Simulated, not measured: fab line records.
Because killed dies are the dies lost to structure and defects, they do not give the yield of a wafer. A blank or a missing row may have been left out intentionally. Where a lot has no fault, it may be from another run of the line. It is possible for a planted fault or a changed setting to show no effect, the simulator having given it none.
Chamber matching :: flow n5-finfet :: rie-diel-03 running N5_BEOL_M9_ETCH_62: 4 sister chambers
The step etches SOC in N2/H2, target depth 110 nm, overetch 22 nm, time 165 s. 16 wafers are shown with their chamber, then 8 later ones without.

## EACH WAFER AND ITS CHAMBER
wafer: L075.1
chamber: 1
drypump-motor-current-A (A): 5.4
showerhead-plenum-p-Torr (Torr): 2.69
throttle-valve-pct (%): 17.81

wafer: L075.3
chamber: 0
drypump-motor-current-A (A): 5.1
showerhead-plenum-p-Torr (Torr): 2.53
throttle-valve-pct (%): 18.06

wafer: L075.5
chamber: 1
drypump-motor-current-A (A): 5.4
showerhead-plenum-p-Torr (Torr): 2.69
throttle-valve-pct (%): 17.80

wafer: L080.4
chamber: 1
drypump-motor-current-A (A): 5.3
showerhead-plenum-p-Torr (Torr): 2.68
throttle-valve-pct (%): 17.81

wafer: L080.5
chamber: 1
drypump-motor-current-A (A): 5.4
showerhead-plenum-p-Torr (Torr): 2.68
throttle-valve-pct (%): 17.84

wafer: L080.6
chamber: 0
drypump-motor-current-A (A): 5.1
showerhead-plenum-p-Torr (Torr): 2.53
throttle-valve-pct (%): 18.07

wafer: L083.1
chamber: 2
drypump-motor-current-A (A): 5.3
showerhead-plenum-p-Torr (Torr): 2.51
throttle-valve-pct (%): 17.46

wafer: L083.4
chamber: 0
drypump-motor-current-A (A): 5.1
showerhead-plenum-p-Torr (Torr): 2.53
throttle-valve-pct (%): 18.08

wafer: L083.6
chamber: 0
drypump-motor-current-A (A): 5.1
showerhead-plenum-p-Torr (Torr): 2.53
throttle-valve-pct (%): 18.09

wafer: L084.1
chamber: 3
drypump-motor-current-A (A): 6.4
showerhead-plenum-p-Torr (Torr): 2.61
throttle-valve-pct (%): 18.42

wafer: L084.4
chamber: 1
drypump-motor-current-A (A): 5.4
showerhead-plenum-p-Torr (Torr): 2.68
throttle-valve-pct (%): 17.83

wafer: L084.6
chamber: 1
drypump-motor-current-A (A): 5.4
showerhead-plenum-p-Torr (Torr): 2.68
throttle-valve-pct (%): 17.83

wafer: L086.2
chamber: 0
drypump-motor-current-A (A): 5.1
showerhead-plenum-p-Torr (Torr): 2.53
throttle-valve-pct (%): 18.09

wafer: L086.3
chamber: 3
drypump-motor-current-A (A): 6.4
showerhead-plenum-p-Torr (Torr): 2.61
throttle-valve-pct (%): 18.43

wafer: L086.4
chamber: 3
drypump-motor-current-A (A): 6.4
showerhead-plenum-p-Torr (Torr): 2.61
throttle-valve-pct (%): 18.41

wafer: L092.1
chamber: 1
drypump-motor-current-A (A): 5.4
showerhead-plenum-p-Torr (Torr): 2.67
throttle-valve-pct (%): 17.85

SIGNATURES (means of the wafers above)
reading: drypump-motor-current-A
chamber 0: 5.100
chamber 1: 5.386
chamber 2: 5.300
chamber 3: 6.400
scatter within a chamber: 0.0267

reading: showerhead-plenum-p-Torr
chamber 0: 2.5300
chamber 1: 2.6814
chamber 2: 2.5100
chamber 3: 2.6100
scatter within a chamber: 0.00488

reading: throttle-valve-pct
chamber 0: 18.0780
chamber 1: 17.8243
chamber 2: 17.4600
chamber 3: 18.4200
scatter within a chamber: 0.0154
Rule: for each reading, subtract the chamber's mean from the wafer's reading, divide by that reading's scatter and square the result; add these up over the readings and take the root, which gives the wafer's distance from the chamber. The wafer belongs to the nearest chamber; if the next one is less than 2 further off, it can't be placed. The scatter: the root of (the sum of the squares of (reading less its chamber's mean) over the shown wafers, divided by (wafers less chambers)).

## WAFERS MISSING THEIR CHAMBER
wafer: L092.2
drypump-motor-current-A (A): 6.3
showerhead-plenum-p-Torr (Torr): 2.60
throttle-valve-pct (%): 18.43

wafer: L092.3
drypump-motor-current-A (A): 5.1
showerhead-plenum-p-Torr (Torr): 2.52
throttle-valve-pct (%): 18.11

wafer: L094.3
drypump-motor-current-A (A): 6.3
showerhead-plenum-p-Torr (Torr): 2.60
throttle-valve-pct (%): 18.45

wafer: L094.4
drypump-motor-current-A (A): 5.4
showerhead-plenum-p-Torr (Torr): 2.67
throttle-valve-pct (%): 17.88

wafer: L094.6
drypump-motor-current-A (A): 5.1
showerhead-plenum-p-Torr (Torr): 2.52
throttle-valve-pct (%): 18.11

wafer: L097.2
drypump-motor-current-A (A): 5.4
showerhead-plenum-p-Torr (Torr): 2.67
throttle-valve-pct (%): 17.88

wafer: L097.3
drypump-motor-current-A (A): 6.4
showerhead-plenum-p-Torr (Torr): 2.60
throttle-valve-pct (%): 18.46

wafer: L097.5
drypump-motor-current-A (A): 5.1
showerhead-plenum-p-Torr (Torr): 2.52
throttle-valve-pct (%): 18.14

## WHICH CHAMBER EACH ONE RAN IN
wafer: L092.2
from the rows above: 3
in truth: 3

wafer: L092.3
from the rows above: 0
in truth: 0

wafer: L094.3
from the rows above: 3
in truth: 3

wafer: L094.4
from the rows above: 1
in truth: 1

wafer: L094.6
from the rows above: 0
in truth: 0

wafer: L097.2
from the rows above: 1
in truth: 1

wafer: L097.3
from the rows above: 3
in truth: 3

wafer: L097.5
from the rows above: 0
in truth: 0
Placed correctly: 8 of 8. Not placeable from these rows: 0. Wrongly placed: 0.
